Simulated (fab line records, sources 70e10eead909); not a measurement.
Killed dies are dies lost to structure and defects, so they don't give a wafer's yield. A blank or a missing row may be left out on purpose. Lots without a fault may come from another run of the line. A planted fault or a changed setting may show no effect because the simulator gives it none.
Chamber matching | flow nand_harc | NHARC_A_CONTACT_DEP_29 on pecvd-04: 3 sister chambers
The step deposits SiON, target thk 100 nm. 24 wafers are shown with their chamber, then 12 later ones without.

WAFERS WITH THEIR CHAMBER
wafer  | chamber | heater_power_w (W)
L080.1 | 2       | 680
L080.3 | 1       | 765
L080.5 | 1       | 770
L081.2 | 2       | 680
L081.3 | 0       | 782
L081.5 | 2       | 686
L083.2 | 2       | 662
L083.4 | 2       | 665
L083.5 | 0       | 682
L084.1 | 0       | 769
L084.3 | 2       | 630
L084.6 | 1       | 723
L086.1 | 0       | 689
L086.3 | 1       | 782
L086.4 | 1       | 772
L085.1 | 2       | 637
L085.2 | 0       | 671
L085.4 | 2       | 627
L090.1 | 0       | 670
L090.2 | 1       | 816
L090.3 | 2       | 651
L090.4 | 1       | 658
L090.5 | 2       | 689
L090.6 | 0       | 697

SIGNATURES (means of the wafers above)
reading        | chamber 0 | chamber 1 | chamber 2 | scatter within a chamber
heater_power_w | 708.57    | 755.14    | 660.70    | 40
Rule: a wafer's distance from a chamber is the root of the sum, over the readings, of the square of ((its reading less the chamber's mean) divided by the reading's scatter). The wafer belongs to the nearest chamber; if the next one is less than 2 further off, it can't be placed. The scatter: the root of (the sum of the squares of (reading less its chamber's mean) over the shown wafers, divided by (wafers less chambers)).

WAFERS WITHOUT THEIR CHAMBER
wafer  | heater_power_w (W)
L092.4 | 659
L092.5 | 721
L092.6 | 776
L093.2 | 637
L093.3 | 708
L093.6 | 655
L096.2 | 740
L096.3 | 626
L096.4 | 747
L097.1 | 730
L097.2 | 653
L097.5 | 711

WHICH CHAMBER EACH WENT THROUGH
wafer  | from the rows above          | in truth
L092.4 | can't be placed: 2 or 0      | 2
L092.5 | can't be placed: 0 or 1 or 2 | 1
L092.6 | can't be placed: 1 or 0      | 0
L093.2 | can't be placed: 2 or 0      | 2
L093.3 | can't be placed: 0 or 1 or 2 | 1
L093.6 | can't be placed: 2 or 0      | 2
L096.2 | can't be placed: 1 or 0 or 2 | 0
L096.3 | can't be placed: 2 or 0      | 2
L096.4 | can't be placed: 1 or 0 or 2 | 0
L097.1 | can't be placed: 0 or 1 or 2 | 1
L097.2 | can't be placed: 2 or 0      | 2
L097.5 | can't be placed: 0 or 1 or 2 | 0
Placed correctly: 0 of 12. Can't be placed from these rows: 12 (the true chamber is among the candidates in 12). Placed wrongly: 0.
